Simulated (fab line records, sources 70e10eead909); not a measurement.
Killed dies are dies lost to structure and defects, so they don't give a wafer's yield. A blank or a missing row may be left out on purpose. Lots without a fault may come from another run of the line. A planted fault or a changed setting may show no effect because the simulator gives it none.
Which tool did it? | flow nand_harc | 14 lots, 42 wafers sampled, at 5 steps of a route of 1302

WHAT THE GAUGES READ, wafer by wafer
NHARC_A_SOURCE_PLATE_THK_MEAS_06: measures by ellipsometry. Usual: thk_nm 200.0 nm, standard deviation 2.2.
lot  | measured     | on            | thk_nm (nm)       | flag
L673 | day 8 09:27  | film_metro-02 | 196.6 199.1 197.7 |
L675 | day 9 10:31  | film_metro-01 | 197.1 200.9 200.6 |
L676 | day 9 15:20  | film_metro-02 | 197.7 197.1 199.2 |
L677 | day 9 21:04  | film_metro-02 | 198.9 197.8 201.2 |
L678 | day 10 05:20 | film_metro-02 | 202.0 203.6 200.3 |
L679 | day 10 14:52 | film_metro-01 | 198.5 197.3 198.7 |
L682 | day 11 22:47 | film_metro-01 | 203.1 200.3 205.5 |
L685 | day 13 16:43 | film_metro-02 | 200.9 204.5 203.5 |
L687 | day 13 16:43 | film_metro-02 | 198.6 198.3 200.2 |
L688 | day 14 12:19 | film_metro-01 | 198.5 199.6 201.5 |
L689 | day 14 19:30 | film_metro-02 | 200.5 199.9 203.5 |
L692 | day 16 06:25 | film_metro-02 | 201.6 198.8 205.1 |
L694 | day 16 16:11 | film_metro-01 | 201.9 200.1 200.4 |
L695 | day 17 10:51 | film_metro-02 | 203.5 205.0 202.2 |

NHARC_A_ONON_D1_THK_MEAS_18: measures by ellipsometry. Usual: thk_nm 1002 nm, standard deviation 8.3.
lot  | measured     | on            | thk_nm (nm)    | flag
L673 | day 8 20:25  | film_metro-01 | 1005 1002 1003 |
L675 | day 9 22:43  | film_metro-01 | 995 997 995    |
L676 | day 9 22:43  | film_metro-02 | 1009 1012 1010 |
L677 | day 10 07:45 | film_metro-02 | 998 997 996    |
L678 | day 10 16:05 | film_metro-01 | 1011 1011 1010 |
L679 | day 11 01:32 | film_metro-02 | 1003 1006 1006 |
L682 | day 12 09:29 | film_metro-02 | 996 998 997    |
L685 | day 14 07:08 | film_metro-02 | 1579 1580 1580 | OFF
L687 | day 14 06:47 | film_metro-02 | 1583 1583 1582 | OFF
L688 | day 14 23:04 | film_metro-01 | 995 994 994    |
L689 | day 15 06:58 | film_metro-02 | 999 1002 1002  |
L692 | day 16 18:52 | film_metro-01 | 994 993 994    |
L694 | day 17 03:25 | film_metro-01 | 1019 1016 1017 |
L695 | day 17 21:40 | film_metro-01 | 1010 1012 1013 |

NHARC_END_SORT_01. Usual: killed_at_array 59, standard deviation 17; killed_at_other 0.9, standard deviation 1.6; killed_at_periphery 3.7, standard deviation 2.3; killed_dies 64, standard deviation 17; killed_open 3.3, standard deviation 1.8; killed_short 2.4, standard deviation 1.6.
lot  | measured     | on        | killed_at_array | killed_at_other | killed_at_periphery | killed_dies | killed_open | killed_short | flag
L685 | day 30 04:33 | prober-01 | 673 676 675     | 0 1 0           | 4 0 2               | 677 677 677 | 3 4 3       | 4 2 0        | OFF
L687 | day 30 20:09 | prober-01 | 676 674 668     | 0 0 0           | 1 3 9               | 677 677 677 | 4 1 2       | 2 7 2        | OFF

WHICH TOOL RAN EACH LOT (tool, then ch and the chambers of the sampled wafers, then the start)
lot  | NHARC_A_ONON_D1_DEP_16           | NHARC_A_CHANNEL_HOLE_D1_DEP_01
L673 | pecvd_onon-04 ch 0, day 8 19:55  | pecvd-01 ch 0,2, day 9 05:00
L675 | pecvd_onon-04 ch 0, day 9 22:16  | pecvd-01 ch 0,1, day 10 03:29
L676 | pecvd_onon-02 ch 0, day 9 22:13  | pecvd-04 ch 0,1, day 10 03:43
L677 | pecvd_onon-03 ch 0, day 10 07:14 | pecvd-01 ch 1,2, day 10 12:38
L678 | pecvd_onon-04 ch 0, day 10 15:34 | pecvd-01 ch 0,1,2, day 10 20:54
L679 | pecvd_onon-03 ch 0, day 11 01:01 | pecvd-01 ch 0,1,2, day 11 07:35
L682 | pecvd_onon-03 ch 0, day 12 08:58 | pecvd-01 ch 1,2, day 12 14:20
L685 | pecvd_onon-03 ch 0, day 14 06:38 | -
L687 | pecvd_onon-03 ch 0, day 14 06:17 | -
L688 | pecvd_onon-02 ch 0, day 14 22:40 | pecvd-02 ch 0,1, day 15 06:25
L689 | pecvd_onon-04 ch 0, day 15 06:27 | pecvd-01 ch 0,1, day 15 11:47
L692 | pecvd_onon-04 ch 0, day 16 18:22 | pecvd-02 ch 0,1,2, day 17 02:37
L694 | pecvd_onon-02 ch 0, day 17 02:54 | pecvd-01 ch 0,2, day 17 11:46
L695 | pecvd_onon-03 ch 0, day 17 21:10 | pecvd-02 ch 1,2, day 18 02:28
- NHARC_A_ONON_D1_DEP_16: target thk 1000 nm.
- NHARC_A_CHANNEL_HOLE_D1_DEP_01: deposits SiON, target thk 140 nm.

WHAT THE TOOLS THEMSELVES READ (means of the sampled wafers that have a number; where no wafer has one, the mark that the record gives instead)
NHARC_A_ONON_D1_DEP_16. Usual: sih4_flow_sccm 210.1 sccm, standard deviation 0.62.
lot  | tool          | sih4_flow_sccm (sccm) | flag
L673 | pecvd_onon-04 | 210.4                 |
L675 | pecvd_onon-04 | 210.3                 |
L676 | pecvd_onon-02 | 210.2                 |
L677 | pecvd_onon-03 | 210.3                 |
L678 | pecvd_onon-04 | 210.6                 |
L679 | pecvd_onon-03 | 209.9                 |
L682 | pecvd_onon-03 | 210.1                 |
L685 | pecvd_onon-03 | 210.7                 |
L687 | pecvd_onon-03 | 211.1                 |
L688 | pecvd_onon-02 | 210.2                 |
L689 | pecvd_onon-04 | 210.4                 |
L692 | pecvd_onon-04 | 209.5                 |
L694 | pecvd_onon-02 | 210.5                 |
L695 | pecvd_onon-03 | 209.7                 |

NHARC_A_CHANNEL_HOLE_D1_DEP_01. Usual: heater_power_w 768 W, standard deviation 65.
lot  | tool     | heater_power_w (W) | flag
L673 | pecvd-01 | 861                |
L675 | pecvd-01 | 779                |
L676 | pecvd-04 | 746                |
L677 | pecvd-01 | 779                |
L678 | pecvd-01 | 766                |
L679 | pecvd-01 | 757                |
L682 | pecvd-01 | 798                |
L688 | pecvd-02 | 689                |
L689 | pecvd-01 | 817                |
L692 | pecvd-02 | 762                |
L694 | pecvd-01 | 787                |
L695 | pecvd-02 | 706                |

THE ANSWER, worked out from the rows above alone
Rule: a lot is off if the mean of its wafers that have a number lies more than 3 standard deviations from the usual mean. A lot without any number at a reading at which 4 lots or more have one is off too. The other lots that the step has rows for count as sound. The gauges are gone through in route order, then the tools' own readings, and for those a lot's mean is taken as printed above. The first step at which some lot is off is used, and at that step the reading that is off furthest; a lot without a number counts as furthest.
Off: L685, L687, at NHARC_A_ONON_D1_THK_MEAS_18 (thk_nm).
A tool fits if, at a process step before that reading, it ran every lot that is off, and no sound lot after the first of them. The gauges at NHARC_A_ONON_D1_THK_MEAS_18 aren't tried: what is off there is off at NHARC_END_SORT_01 too, on other tools, and a gauge's error can't cause that. None of those tried fits.

WHAT THE SIMULATOR HAD PUT IN
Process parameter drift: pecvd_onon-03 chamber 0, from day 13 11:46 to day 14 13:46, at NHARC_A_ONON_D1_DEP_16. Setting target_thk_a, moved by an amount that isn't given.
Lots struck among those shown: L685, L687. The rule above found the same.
